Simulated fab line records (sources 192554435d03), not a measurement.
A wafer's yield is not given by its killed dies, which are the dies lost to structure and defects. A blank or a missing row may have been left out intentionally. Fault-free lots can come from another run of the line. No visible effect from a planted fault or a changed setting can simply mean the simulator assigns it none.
Split-lot study ; flow n5_finfet ; 7 lots, 39 wafers read, on a route of 1938 steps

## ABOUT THE SPLIT
At N5_DUMMY_GATE_ETCH_37 (etches SOC in N2/H2, target depth 60 nm, overetch 30 nm), the setting source_w was moved away from the recipe's 840 W on 9 of the 39 wafers read, by -10.5% to +15.0%. This setting was run at the recipe's value on the other wafers.

Reading taken at the split's own step.

## THE READING
rf_vpp_V, in V, at N5_DUMMY_GATE_ETCH_37 (etches SOC in N2/H2, target depth 60 nm, overetch 30 nm). Typical for fault-free wafers on this fab line: 524.5 V, with standard deviation 2.4 V.

wafer;tool, chamber at the split;source_w as run, W;against the recipe;rf_vpp_V, V;against lot-mates on the recipe
L075.1;rie_diel-02, 1;840;recipe;524.2;-
L075.2;rie_diel-02, 0;840;recipe;523.8;-
L075.3;rie_diel-02, 3;840;recipe;528.2;-
L075.4;rie_diel-02, 2;840;recipe;520.9;-
L075.5;rie_diel-02, 1;840;recipe;522.8;-
L075.6;rie_diel-02, 2;840;recipe;524.2;-
L079.1;rie_diel-02, 1;840;recipe;523.9;-
L079.2;rie_diel-02, 0;840;recipe;524.6;-
L079.3;rie_diel-02, 2;840;recipe;523.8;-
L079.4;rie_diel-02, 3;840;recipe;528.8;-
L079.5;rie_diel-02, 1;840;recipe;522.3;-
L079.6;rie_diel-02, 0;840;recipe;523.3;-
L081.1;rie_diel-04, 2;840;recipe;521.1;-
L081.2;rie_diel-04, 3;751.9;-10.5%;546.4;+23.3
L081.3;rie_diel-04, 1;751.9;-10.5%;542.8;+19.7
L081.4;rie_diel-04, 0;840;recipe;521.7;-
L081.5;rie_diel-04, 3;840;recipe;526.5;-
L081.6;rie_diel-04, 0;751.9;-10.5%;542.4;+19.3
L087.1;rie_diel-06, 3;840;recipe;528.4;-
L087.2;rie_diel-06, 1;840;recipe;521.1;-
L087.3;rie_diel-06, 0;840;recipe;526.8;-
L087.4;rie_diel-06, 2;840;recipe;523.9;-
L087.5;rie_diel-06, 3;840;recipe;528.6;-
L087.6;rie_diel-06, 0;840;recipe;527.8;-
L089.3;rie_diel-04, 2;840;recipe;521.0;-
L089.4;rie_diel-04, 3;840;recipe;525.9;-
L089.6;rie_diel-04, 1;840;recipe;522.6;-
L091.1;rie_diel-06, 0;780.2;-7.1%;538.6;+13.7
L091.2;rie_diel-06, 2;840;recipe;523.5;-
L091.3;rie_diel-06, 3;780.2;-7.1%;541.3;+16.4
L091.4;rie_diel-06, 2;840;recipe;524.1;-
L091.5;rie_diel-06, 0;840;recipe;527.1;-
L091.6;rie_diel-06, 3;780.2;-7.1%;540.2;+15.3
L097.1;rie_diel-04, 2;840;recipe;521.4;-
L097.2;rie_diel-04, 3;840;recipe;526.1;-
L097.3;rie_diel-04, 1;966;+15.0%;499.1;-24.3
L097.4;rie_diel-04, 0;840;recipe;522.6;-
L097.5;rie_diel-04, 3;966;+15.0%;503.8;-19.6
L097.6;rie_diel-04, 2;966;+15.0%;497.6;-25.8

THE FIT
A straight line over all 39 wafers: rf_vpp_V changes by -1.76 V for each +1% of source_w; r = -0.97; the points scatter about the line by 2.6 V.
The same after taking each lot's own level away (the mean of its wafers on the recipe; 39 wafers): -1.74 V for each +1%; r = -0.97; scatter 2.5 V.
The reading moves by 26 V for the largest change in source_w, on that fit.
From 523.10 to 526.10 V: that is the span of the lots' own levels, equal to 1.2 times the standard deviation above.
The two slopes are in agreement: the lot-to-lot level therefore moves the slope only a little.
Check: for one of the wafers moved furthest among these (+15.0%), held out of the fit, the line's prediction against its lot-mates is -25.9 V. Against them it came out at -24.3 V.
Tool readings at the split's step, against how far the setting was moved: rf_vpp_V r = -0.97.

## THESE WAFERS: OTHER SPLITS
Other splits were also applied to these wafers ahead of the reading. Each is held against what the fit with the lots' levels taken away leaves over:
other split on the same wafers;wafers away from the commonest value;r with rf_vpp_V (lot level and that fit taken away)
N5_FIN_CUT_CUT_ETCH_26 target_depth_a;15;-0.10
N5_DUMMY_GATE_HM_DEP_06 target_thk_a;24;+0.11

## FILE'S OWN FIT
rf_vpp_V changes by -1.75 V for each +1% of source_w, r = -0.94.
